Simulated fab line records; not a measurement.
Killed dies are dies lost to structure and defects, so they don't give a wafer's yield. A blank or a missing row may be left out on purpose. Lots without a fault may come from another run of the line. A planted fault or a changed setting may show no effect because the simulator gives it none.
fab line records + flow nand-harc
record:
- lots: 13
- wafers: 37
- last-day: 24
route steps=1159 shown A_ZERO_WELL@405 A_ONON_D1@444 A_CHANNEL_HOLE_D1@463 END@1159
lots untouched by any fault: they come from a run of this same line in which no faults occurred
start-h: the number of hours between the record's first day and the start of the first shown wafer of the lot + wait-h: time in hours since the lot's previous step + " the same as in the row above + L1.1+2: a row that stands for several wafers + - no value, or no start was given + * or withheld: withheld + < > ~ a bound
route shown NAME@n: a module of which the file shows steps, and the number in the route of the first + usual: mean and standard deviation over wafers with no fault + same: alike in all rows + chamber/n: place in a boat + sites: per-site readings + _std_site: the standard deviation of these + _edge_site: mean of outer sites minus mean of inner sites + radius-mm: how far each site lies from the wafer's centre + mask NAME#n: copy n + behind: the most recent tool/chamber to have shaped the wafer + hold: what put the lot on hold/how long, in hours/how the hold closed + device: whichever transistor did not switch (one of n, p or np) + end of line: at the end of the route, the tests of the same wafers + for a step that has no rows: nothing shown but its recipe + killed: the dies lost at the first sort to structure and to defects; this is not the yield of the wafer + map: a wafer's dies, x killed, . not, _ none there
set.NAME: the setting that was run; set.NAME@STEP: the one run at that earlier step + model.NAME: the simulator's own value behind a step, which no gauge read
the route's steps for a sample of lots (tables are steps, rows are wafers)
services: the hour from which a tool's chamber was out of use, counted from the record's first day as start-h (under 0 if before that day), plus the number of hours and why
== steps ==
step: NHARC_A_ZERO_WELL_ETCH_13
recipe:
- target-depth-a: 1200
- time-s: 40.1
- hbr-flow-sccm: 150
- cl2-flow-sccm: 50
- rf-w: 400
- icp-w: 400
- bias-w: 100
- chemistry: HBr/Cl2
usual:
- chamber-pressure-mTorr: 14.999/0.013
- drypump-motor-current-A: 5.8/0.4
- oes-product-au: 0.995/0.008
- rf-fwd-power-W: 394.3/1.8
- throttle-valve-pct: 26.406/0.009
| lot.wafer | tool      | chamber | start-h | wait-h | chamber-pressure-mTorr | drypump-motor-current-A | oes-product-au | rf-fwd-power-W | rf-hours-counter-h | throttle-valve-pct |
|-----------|-----------|---------|---------|--------|------------------------|-------------------------|----------------|----------------|--------------------|--------------------|
| L572.2    | rie-si-01 | 2       | 149.17  | -      | 14.980                 | 6.3                     | 0.996          | 392.9          | 0.1                | 26.404             |
| L572.5    | "         | 1       | "       | "      | 14.986                 | 5.8                     | 0.994          | 392.8          | -                  | 26.407             |
| L572.6    | "         | 2       | "       | "      | 15.004                 | 6.3                     | 1.000          | 393.2          | -                  | 26.421             |
| L571.3    | rie-si-05 | 3       | 149.79  | -      | 15.003                 | 6.0                     | 0.987          | 397.2          | 0.6                | 26.387             |
| L571.4    | "         | 1       | "       | "      | 15.017                 | 5.7                     | 0.987          | 392.4          | -                  | 26.401             |
| L571.5    | "         | 2       | "       | "      | 15.020                 | 5.3                     | 0.995          | 394.6          | -                  | 26.411             |
| L574.3    | rie-si-01 | 3       | 157.03  | -      | 15.000                 | 6.0                     | 0.997          | 392.9          | 0.2                | 26.422             |
| L574.4    | "         | 0       | "       | "      | 14.987                 | 5.7                     | 0.997          | 393.0          | 0.2                | 26.412             |
| L574.5    | "         | 2       | "       | "      | 14.997                 | 6.2                     | 1.004          | 391.1          | -                  | 26.398             |
| L573.3    | rie-si-04 | 1       | 161.64  | -      | 14.983                 | 5.8                     | 1.002          | 392.9          | 0.2                | 26.394             |
| L573.6    | "         | 3       | "       | "      | 15.031                 | 6.0                     | 1.012          | 393.3          | -                  | 26.406             |
| L573.5    | "         | 0       | "       | "      | 14.997                 | 6.8                     | 1.002          | 396.7          | -                  | 26.416             |
| L576.1    | rie-si-01 | 2       | 162.69  | -      | 15.010                 | 6.3                     | 0.992          | 390.6          | 0.3                | 26.388             |
| L576.5    | "         | 0       | "       | "      | 14.966                 | 5.7                     | 0.976          | 394.1          | -                  | 26.407             |
| L576.6    | "         | 1       | "       | "      | 15.035                 | 5.8                     | 0.984          | 394.6          | -                  | 26.407             |
| L575.2    | rie-si-05 | 3       | 163.35  | -      | 15.011                 | 5.9                     | 1.000          | 395.1          | 0.7                | 26.412             |
| L575.3    | "         | 0       | "       | "      | 15.013                 | 4.9                     | 0.993          | 397.2          | 0.6                | 26.394             |
| L575.6    | "         | 2       | "       | "      | 14.995                 | 5.3                     | 0.994          | 396.1          | -                  | 26.406             |
| L579.3    | rie-si-04 | 0       | 184.13  | -      | 14.991                 | 6.8                     | 1.002          | 397.0          | 0.5                | 26.403             |
| L579.2    | "         | 1       | "       | "      | 14.994                 | 5.8                     | 1.019          | 393.9          | 0.4                | 26.421             |
| L579.4    | "         | 2       | "       | "      | 14.984                 | 5.6                     | 0.996          | 393.0          | 0.5                | 26.421             |
| L581.1    | rie-si-01 | 0       | 212.11  | -      | 15.008                 | 5.7                     | 0.988          | 395.6          | 0.5                | 26.406             |
| L581.6    | "         | 0       | "       | "      | 15.007                 | 5.7                     | 0.985          | 394.9          | -                  | 26.394             |
| L581.5    | "         | 1       | "       | "      | 14.999                 | 5.9                     | 0.986          | 394.4          | -                  | 26.408             |
| L585.3    | rie-si-05 | 3       | 227.48  | -      | 15.004                 | 6.0                     | 0.983          | 395.9          | 1.1                | 26.414             |
| L585.2    | "         | 2       | "       | "      | 14.990                 | 5.4                     | 0.993          | 394.7          | 1.3                | 26.403             |
| L585.5    | "         | 0       | "       | "      | 15.012                 | 4.9                     | 0.995          | 396.0          | -                  | 26.399             |
| L584.2    | rie-si-01 | 2       | 227.98  | -      | 14.990                 | 6.3                     | 0.999          | 393.7          | 0.7                | 26.384             |
| L584.4    | "         | 0       | "       | "      | 14.997                 | 5.7                     | 0.991          | 394.7          | 0.6                | 26.408             |
| L584.5    | "         | 1       | "       | "      | 15.029                 | 5.9                     | 0.999          | 395.9          | -                  | 26.401             |
| L587.1    | rie-si-05 | 3       | 233.24  | -      | 14.996                 | 6.0                     | 0.987          | 396.1          | 1.2                | 26.399             |
| L587.5    | "         | 2       | "       | "      | 14.983                 | 5.4                     | 1.002          | 397.4          | -                  | 26.404             |
| L587.6    | "         | 3       | "       | "      | 15.000                 | 6.0                     | 0.992          | 395.4          | -                  | 26.418             |
| L586.3    | rie-si-01 | 3       | 234.17  | -      | 14.993                 | 6.0                     | 0.995          | 392.7          | 0.7                | 26.397             |
| L586.5    | "         | 1       | "       | "      | 15.004                 | 5.9                     | 0.997          | 395.9          | -                  | 26.421             |
| L591.5    | rie-si-01 | 0       | 258.20  | -      | 14.974                 | 5.7                     | 0.991          | 395.0          | -                  | 26.406             |
| L591.6    | "         | 1       | "       | "      | 14.982                 | 5.8                     | 0.994          | 393.6          | -                  | 26.409             |
step: NHARC_A_ONON_D1_DEP_28
recipe:
- target-thk-a: 10000
- n2-flow-sccm: 2750
- n2o-flow-sccm: 2000
- nh3-flow-sccm: 500
- sih4-flow-sccm: 210
- temp-c: 400
| lot.wafer  | tool          | chamber | start-h | wait-h |
|------------|---------------|---------|---------|--------|
| L571.3+4+5 | pecvd-onon-04 | 0       | 184.84  | 0.2    |
| L572.2+5+6 | pecvd-onon-03 | 0       | 184.89  | 0.1    |
| L576.1+5+6 | pecvd-onon-03 | 0       | 194.16  | 0.1    |
| L573.3+5+6 | pecvd-onon-02 | 0       | 194.34  | 0.2    |
| L574.3+4+5 | pecvd-onon-04 | 0       | 194.35  | 0.2    |
| L575.2+3+6 | pecvd-onon-04 | 0       | 198.63  | 0.1    |
| L579.2+3+4 | pecvd-onon-04 | 0       | 217.74  | 0.1    |
| L581.1+5+6 | pecvd-onon-02 | 0       | 246.86  | 0.1    |
| L584.2+4+5 | pecvd-onon-03 | 0       | 263.49  | 0.1    |
| L585.2+3+5 | pecvd-onon-02 | 0       | 263.52  | 0.1    |
| L587.1+5+6 | pecvd-onon-03 | 0       | 266.86  | 0.1    |
| L586.3+5   | pecvd-onon-02 | 0       | 266.98  | 0.2    |
| L591.5+6   | pecvd-onon-02 | 0       | 292.00  | 0.3    |
step: NHARC_A_ONON_D1_THK_MEAS_30
recipe:
- thk-meas-gauge: ellipsometry
usual:
- thk-nm: 996/8.1
| lot.wafer | tool          | chamber | start-h | wait-h | thk-nm |
|-----------|---------------|---------|---------|--------|--------|
| L571.3    | film-metro-01 | -       | 185.24  | -      | 1002   |
| L571.4    | "             | -       | "       | "      | 1002   |
| L571.5    | "             | -       | "       | "      | 1004   |
| L572.2    | film-metro-02 | -       | 185.34  | -      | 992    |
| L572.5    | "             | -       | "       | "      | 994    |
| L572.6    | "             | -       | "       | "      | 992    |
| L576.1    | film-metro-02 | -       | 194.67  | -      | 980    |
| L576.5    | "             | -       | "       | "      | 981    |
| L576.6    | "             | -       | "       | "      | 981    |
| L573.3    | film-metro-01 | -       | 194.74  | -      | 989    |
| L573.5    | "             | -       | "       | "      | 989    |
| L573.6    | "             | -       | "       | "      | 993    |
| L574.3    | film-metro-02 | -       | 194.74  | -      | 1000   |
| L574.4    | "             | -       | "       | "      | 1001   |
| L574.5    | "             | -       | "       | "      | 1000   |
| L575.2    | film-metro-01 | -       | 199.11  | -      | 995    |
| L575.3    | "             | -       | "       | "      | 998    |
| L575.6    | "             | -       | "       | "      | 996    |
| L579.2    | film-metro-02 | -       | 218.19  | -      | 980    |
| L579.3    | "             | -       | "       | "      | 984    |
| L579.4    | "             | -       | "       | "      | 981    |
| L581.1    | film-metro-01 | -       | 247.38  | -      | 996    |
| L581.5    | "             | -       | "       | "      | 998    |
| L581.6    | "             | -       | "       | "      | 995    |
| L584.2    | film-metro-01 | -       | 263.94  | -      | 996    |
| L584.4    | "             | -       | "       | "      | 995    |
| L584.5    | "             | -       | "       | "      | 995    |
| L585.2    | film-metro-02 | -       | 263.98  | -      | 1004   |
| L585.3    | "             | -       | "       | "      | 1005   |
| L585.5    | "             | -       | "       | "      | 678    |
| L587.1    | film-metro-01 | -       | 267.36  | -      | 997    |
| L587.5    | "             | -       | "       | "      | 997    |
| L587.6    | "             | -       | "       | "      | 998    |
| L586.3    | film-metro-02 | -       | 267.38  | -      | 994    |
| L586.5    | "             | -       | "       | "      | 669    |
| L591.5    | film-metro-02 | -       | 292.31  | -      | 661    |
| L591.6    | "             | -       | "       | "      | 661    |
step: NHARC_A_CHANNEL_HOLE_D1_OVL_MEAS_11
usual:
- overlay-x-nm: 0.3/0.83
- overlay-y-nm: -0.1/0.95
| lot.wafer | tool       | chamber | start-h | wait-h | overlay-x-nm | overlay-y-nm |
|-----------|------------|---------|---------|--------|--------------|--------------|
| L571.3    | overlay-01 | -       | 188.63  | -      | 0.1          | 0.1          |
| L571.4    | "          | -       | "       | "      | 0.2          | -1.3         |
| L571.5    | "          | -       | "       | "      | 0.2          | -1.0         |
| L572.2    | overlay-02 | -       | 189.24  | -      | 1.0          | -0.3         |
| L572.5    | "          | -       | "       | "      | 0.9          | -0.5         |
| L572.6    | "          | -       | "       | "      | 1.0          | -0.2         |
| L576.1    | overlay-02 | -       | 198.03  | -      | 0.6          | -0.1         |
| L576.5    | "          | -       | "       | "      | 0.5          | -0.3         |
| L576.6    | "          | -       | "       | "      | 0.7          | 0.2          |
| L573.3    | overlay-02 | -       | 198.36  | -      | 1.1          | -0.1         |
| L573.5    | "          | -       | "       | "      | 1.1          | 0.0          |
| L573.6    | "          | -       | "       | "      | 1.2          | -0.5         |
| L574.3    | overlay-01 | -       | 198.53  | -      | -1.1         | -0.4         |
| L574.4    | "          | -       | "       | "      | -0.9         | -0.1         |
| L574.5    | "          | -       | "       | "      | -1.3         | -0.4         |
| L575.2    | overlay-01 | -       | 202.45  | -      | -1.2         | 1.8          |
| L575.3    | "          | -       | "       | "      | -0.4         | 1.6          |
| L575.6    | "          | -       | "       | "      | -1.0         | 1.9          |
| L579.2    | overlay-02 | -       | 222.52  | -      | 0.8          | -0.3         |
| L579.3    | "          | -       | "       | "      | 0.1          | -0.4         |
| L579.4    | "          | -       | "       | "      | 0.5          | -0.8         |
| L581.1    | overlay-02 | -       | 251.83  | -      | 0.7          | -0.3         |
| L581.5    | "          | -       | "       | "      | 0.3          | 0.0          |
| L581.6    | "          | -       | "       | "      | 1.5          | 0.7          |
| L585.2    | overlay-02 | -       | 267.71  | -      | -0.2         | -0.4         |
| L585.3    | "          | -       | "       | "      | -0.3         | -0.6         |
| L584.2    | overlay-01 | -       | 268.30  | -      | -0.3         | 1.8          |
| L584.4    | "          | -       | "       | "      | 0.1          | 1.9          |
| L584.5    | "          | -       | "       | "      | -0.1         | 1.7          |
| L587.1    | overlay-01 | -       | 270.96  | -      | 1.0          | -1.5         |
| L587.5    | "          | -       | "       | "      | 1.3          | -1.0         |
| L587.6    | "          | -       | "       | "      | 1.0          | -1.3         |
| L586.3    | overlay-02 | -       | 271.46  | -      | -0.7         | 0.2          |
step: NHARC_A_CHANNEL_HOLE_D1_DESCUM_15
recipe:
- time-s: 3
- o2-flow-sccm: 200
- ar-flow-sccm: 0
- bias-power-w: 0
- chemistry: O2
usual:
- chamber-pressure-mTorr: 60.00/0.053
- drypump-motor-current-A: 5.6/0.61
- oes-product-au: 1.003/0.0084
- rf-vpp-V: 57.9/0.84
- showerhead-plenum-p-Torr: 1.94/0.063
- throttle-valve-pct: 11.311/0.0093
| lot.wafer | tool        | chamber | start-h | wait-h | chamber-pressure-mTorr | drypump-motor-current-A | oes-product-au | rf-hours-counter-h | rf-vpp-V | showerhead-plenum-p-Torr | throttle-valve-pct |
|-----------|-------------|---------|---------|--------|------------------------|-------------------------|----------------|--------------------|----------|--------------------------|--------------------|
| L571.3    | rie-diel-09 | 3       | 188.73  | 0.1    | 59.96                  | 4.7                     | 1.023          | 8                  | 56.7     | 1.95                     | 11.311             |
| L571.4    | "           | 1       | "       | "      | 59.88                  | 5.8                     | 1.016          | 7                  | 57.1     | 1.85                     | 11.301             |
| L571.5    | "           | 2       | "       | "      | 59.95                  | 5.4                     | 1.006          | -                  | 57.8     | 1.84                     | 11.329             |
| L572.2    | rie-diel-13 | 1       | 189.35  | 0.1    | 59.98                  | 6.8                     | 1.004          | 5                  | 58.4     | 1.98                     | 11.311             |
| L572.6    | "           | 0       | "       | "      | 59.99                  | 4.8                     | 1.003          | -                  | 57.7     | 1.84                     | 11.309             |
| L572.5    | "           | 1       | "       | "      | 59.99                  | 6.8                     | 1.005          | -                  | 58.0     | 1.98                     | 11.309             |
| L576.1    | rie-diel-05 | 2       | 198.16  | 0.1    | 60.03                  | 5.6                     | 1.009          | 1                  | 57.2     | 2.01                     | 11.299             |
| L576.5    | "           | 3       | "       | "      | 60.10                  | 5.4                     | 0.998          | -                  | 58.6     | 1.95                     | 11.314             |
| L576.6    | "           | 0       | "       | "      | 59.93                  | 6.1                     | 1.001          | -                  | 57.8     | 1.94                     | 11.314             |
| L573.3    | rie-diel-13 | 0       | 198.48  | 0.1    | 59.98                  | 4.8                     | 1.009          | 6                  | 56.8     | 1.84                     | 11.299             |
| L573.5    | "           | 1       | "       | "      | 60.02                  | 6.8                     | 0.994          | -                  | 58.6     | 1.98                     | 11.303             |
| L573.6    | "           | 3       | "       | "      | 59.98                  | 6.5                     | 0.992          | -                  | 58.0     | 1.99                     | 11.300             |
| L574.4    | rie-diel-13 | 1       | 198.64  | 0.1    | 59.90                  | 6.8                     | 0.997          | 6                  | 57.9     | 1.98                     | 11.311             |
| L574.3    | "           | 2       | "       | "      | 59.99                  | 5.2                     | 0.994          | 5                  | 56.8     | 2.00                     | 11.303             |
| L574.5    | "           | 0       | "       | "      | 59.90                  | 4.8                     | 0.993          | -                  | 56.6     | 1.84                     | 11.312             |
| L575.3    | rie-diel-09 | 0       | 202.55  | 0.1    | 60.08                  | 5.1                     | 1.011          | 8                  | 58.5     | 2.04                     | 11.300             |
| L575.2    | "           | 1       | "       | "      | 59.98                  | 5.7                     | 0.992          | 8                  | 56.6     | 1.85                     | 11.311             |
| L575.6    | "           | 1       | "       | "      | 60.00                  | 5.8                     | 1.005          | -                  | 57.2     | 1.85                     | 11.315             |
| L579.2    | rie-diel-09 | 3       | 222.63  | 0.1    | 59.93                  | 4.7                     | 1.004          | 10                 | 59.0     | 1.95                     | 11.295             |
| L579.4    | "           | 0       | "       | "      | 60.07                  | 5.1                     | 1.007          | 9                  | 58.2     | 2.04                     | 11.307             |
| L579.3    | "           | 1       | "       | "      | 59.96                  | 5.8                     | 1.006          | 9                  | 57.9     | 1.85                     | 11.312             |
| L581.1    | rie-diel-05 | 0       | 251.95  | 0.1    | 60.03                  | 6.0                     | 1.004          | 5                  | 58.5     | 1.93                     | 11.306             |
| L581.6    | "           | 2       | "       | "      | 59.95                  | 5.6                     | 1.007          | -                  | 58.9     | 2.01                     | 11.291             |
| L581.5    | "           | 3       | "       | "      | 59.95                  | 5.4                     | 0.992          | -                  | 57.9     | 1.95                     | 11.289             |
| L585.2    | rie-diel-09 | 0       | 267.81  | 0.1    | 59.99                  | 5.1                     | 1.002          | 0                  | 58.5     | 2.04                     | 11.314             |
| L585.3    | "           | 2       | "       | "      | 59.95                  | 5.4                     | 0.990          | 0                  | 57.7     | 1.84                     | 11.306             |
| L584.2    | rie-diel-05 | 1       | 268.39  | 0.1    | 59.98                  | 6.2                     | 1.014          | 5                  | 56.7     | 1.93                     | 11.308             |
| L584.4    | "           | 0       | "       | "      | 60.01                  | 6.0                     | 1.012          | 6                  | 60.0     | 1.93                     | 11.304             |
| L584.5    | "           | 1       | "       | "      | 59.93                  | 6.2                     | 1.010          | -                  | 57.3     | 1.93                     | 11.307             |
| L587.1    | rie-diel-05 | 1       | 271.08  | 0.1    | 60.01                  | 6.2                     | 1.006          | 6                  | 56.9     | 1.93                     | 11.320             |
| L587.5    | "           | 3       | "       | "      | 59.99                  | 5.4                     | 1.007          | -                  | 59.4     | 1.95                     | 11.297             |
| L587.6    | "           | 0       | "       | "      | 60.01                  | 6.0                     | 1.008          | -                  | 59.5     | 1.93                     | 11.319             |
| L586.3    | rie-diel-13 | 3       | 271.57  | 0.1    | 59.92                  | 6.5                     | 1.000          | 11                 | 58.4     | 1.98                     | 11.318             |
step: NHARC_END_SORT_01
recipe:
- temp-c: 25
usual:
- killed-at-array: 24/7.4
- killed-at-other: 0.5/0.81
- killed-at-periphery: 3.4/2.3
- killed-dies: 28/8
- killed-open: 3.4/1.8
- killed-short: 2.0/1.4
same:
- gross-dies: 677
| lot.wafer | tool      | chamber | start-h | wait-h | killed-at-array | killed-at-other | killed-at-periphery | killed-dies | killed-open | killed-short |
|-----------|-----------|---------|---------|--------|-----------------|-----------------|---------------------|-------------|-------------|--------------|
| L586.3    | prober-02 | 0       | 539.95  | 3.1    | 28              | 0               | 5                   | 33          | 1           | 3            |
| L586.5    | prober-02 | 0       | 541.57  | 3.7    | 670             | 1               | 6                   | 677         | 4           | 3            |
| L585.2    | prober-01 | 0       | 546.83  | 2.8    | 16              | 0               | 3                   | 19          | 2           | 2            |
| L585.3    | prober-01 | 0       | 547.62  | 3.1    | 34              | 0               | 1                   | 35          | 2           | 2            |
| L585.5    | prober-01 | 0       | 549.19  | 3.6    | 674             | 0               | 3                   | 677         | 5           | 3            |
| L591.5    | prober-01 | 0       | 572.68  | 3.7    | 668             | 0               | 9                   | 677         | 6           | 3            |
| L591.6    | prober-01 | 0       | 573.49  | 4.0    | 675             | 0               | 2                   | 677         | 3           | 2            |
killed by level:class
L586.3 A_SLIT:chamber-film-flake=13 A_STAIRCASE:chamber-film-flake=5 P_GATE:chamber-film-flake=4 A_CHANNEL_HOLE_D1:chamber-film-flake=3 A_CONTACT:chamber-film-flake=2 A_ONON_D1:geometric-particle:short=1 A_CHANNEL_FILL_D1:geometric-particle:short=1 A_WL_FILL:geometric-particle:short=1
L586.5 A_ONON_D1:area-dep=643 A_SLIT:chamber-film-flake=15 P_GATE:chamber-film-flake=4 A_STAIRCASE:chamber-film-flake=3 P_M0:geometric-particle:open=2 A_M1:chamber-film-flake=2 A_SOURCE_PLATE:geometric-particle:short=1 A_ONON_D1:geometric-particle:short=1
L585.2 A_CHANNEL_HOLE_D1:chamber-film-flake=7 A_STAIRCASE:chamber-film-flake=3 A_STAIRCASE:geometric-particle:open=2 P_GATE:chamber-film-flake=2 P_CONTACT:geometric-particle:short=1 A_ONON_D1:geometric-particle:short=1 A_CHANNEL_FILL_D1:chamber-film-flake=1 A_CONTACT:chamber-film-flake=1
L585.3 A_CHANNEL_HOLE_D1:chamber-film-flake=26 A_CONTACT:chamber-film-flake=5 P_M0:geometric-particle:open=1 A_ONON_D1:geometric-particle:open=1 A_CHANNEL_FILL_D1:geometric-particle:short=1 A_SGD_CUT:geometric-particle:short=1
L585.5 A_ONON_D1:area-dep=641 A_CHANNEL_HOLE_D1:chamber-film-flake=17 A_STAIRCASE:chamber-film-flake=7 A_CONTACT:chamber-film-flake=4 A_CONTACT:geometric-particle:open=3 P_CONTACT:geometric-particle:open=2 P_M0:geometric-particle:short=1 A_CHANNEL_HOLE_D1:geometric-particle:short=1
L591.5 A_ONON_D1:area-dep=636 A_SLIT:chamber-film-flake=11 P_M2:chamber-film-flake=6 A_CHANNEL_HOLE_D1:chamber-film-flake=5 A_STAIRCASE:chamber-film-flake=4 A_CONTACT:chamber-film-flake=4 P_M0:geometric-particle:open=2 A_CONTACT:geometric-particle:open=2
L591.6 A_ONON_D1:area-dep=647 A_SLIT:chamber-film-flake=14 A_CHANNEL_HOLE_D1:chamber-film-flake=4 A_CONTACT:chamber-film-flake=3 A_STAIRCASE:chamber-film-flake=2 P_M0:geometric-particle:open=1 A_SOURCE_PLATE:geometric-particle:open=1 A_CHANNEL_HOLE_D1:geometric-particle:short=1
== services ==
| tool          | chamber | start-h | hours | kind       |
|---------------|---------|---------|-------|------------|
| rie-si-01     | -       | 127.00  | 9.0   | pm         |
| rie-si-01     | 0       | 127.00  | 9.0   | vent-cycle |
| rie-si-01     | 1       | 127.00  | 9.0   | vent-cycle |
| rie-si-01     | 2       | 127.00  | 9.0   | vent-cycle |
| rie-si-01     | 3       | 127.00  | 9.0   | vent-cycle |
| rie-si-01     | 0       | 136.00  | -     | clean      |
| rie-si-05     | 2       | 137.41  | 3.6   | repair     |
| rie-diel-05   | 3       | 137.69  | 7.5   | repair     |
| rie-diel-09   | 3       | 139.88  | 7.5   | repair     |
| rie-si-05     | 0       | 147.18  | 9.0   | repair     |
| pecvd-onon-03 | -       | 153.16  | 13.0  | pm         |
| rie-diel-05   | -       | 163.66  | 9.0   | pm         |
| rie-diel-09   | 2       | 167.06  | 13.7  | repair     |
| rie-diel-05   | 3       | 176.30  | 15.1  | repair     |
| rie-si-05     | 0       | 178.98  | 20.9  | repair     |
| rie-diel-13   | 2       | 194.24  | 4.3   | repair     |
| pecvd-onon-04 | -       | 237.01  | 13.0  | pm         |
| rie-si-05     | -       | 239.00  | 9.0   | pm         |
| rie-diel-09   | -       | 254.22  | 9.0   | pm         |
| rie-diel-05   | 2       | 255.55  | 2.5   | repair     |
| rie-diel-13   | 1       | 262.52  | 1.6   | repair     |
| pecvd-onon-02 | -       | 272.42  | 1.3   | repair     |
| rie-diel-13   | -       | 276.00  | 9.0   | pm         |
| rie-si-04     | -       | 276.00  | 9.0   | pm         |
== key ==
first-sign:
- step: NHARC_A_ONON_D1_THK_MEAS_30
- reading: thk-nm
- direction: down
- sigmas: 40
- usual: 996
- struck: 667
effect:
- step: NHARC_END_SORT_01
- reading: killed-at-array
- direction: up
- sigmas: 87
- usual: 24
- struck: 672
more-kills-born-at:
- NHARC_A_ONON_D1_DEP_28@pecvd-onon-02: 2567
met-at NHARC_A_ONON_D1_DEP_28
struck-lots L585,L586,L591
struck-wafers L585.5,L586.5,L591.5,L591.6
later-rows-left-out L585.5,L586.5,L591.5,L591.6
tester-left-out L585,L586,L591
not-acting-at NHARC_A_ZERO_WELL_ETCH_13,NHARC_A_CHANNEL_HOLE_D1_OVL_MEAS_11,NHARC_A_CHANNEL_HOLE_D1_DESCUM_15
onset-between 246.86 263.52
fault:
- kind: process-parameter-drift
- tool: pecvd-onon-02
- chamber: -
- onset-h: 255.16
- steps: NHARC_A_ONON_D1_DEP_28
- channel: target-thk-a
- offset: *
- shape: step
- end-h: 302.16
- scope: struck-wafers-only
- acts-in: *
- stated: *
tester-left-out: of these lots the tester's yield and bins aren't shown, on N5 and GAA mostly nor the transistor test; their killed dies are dies lost to structure and defects alone, not to doping, threshold or leakage, so they don't give the yield
later-rows-left-out: the simulator's readings of these wafers behind a module that went badly wrong aren't trusted and aren't shown, but for the sort
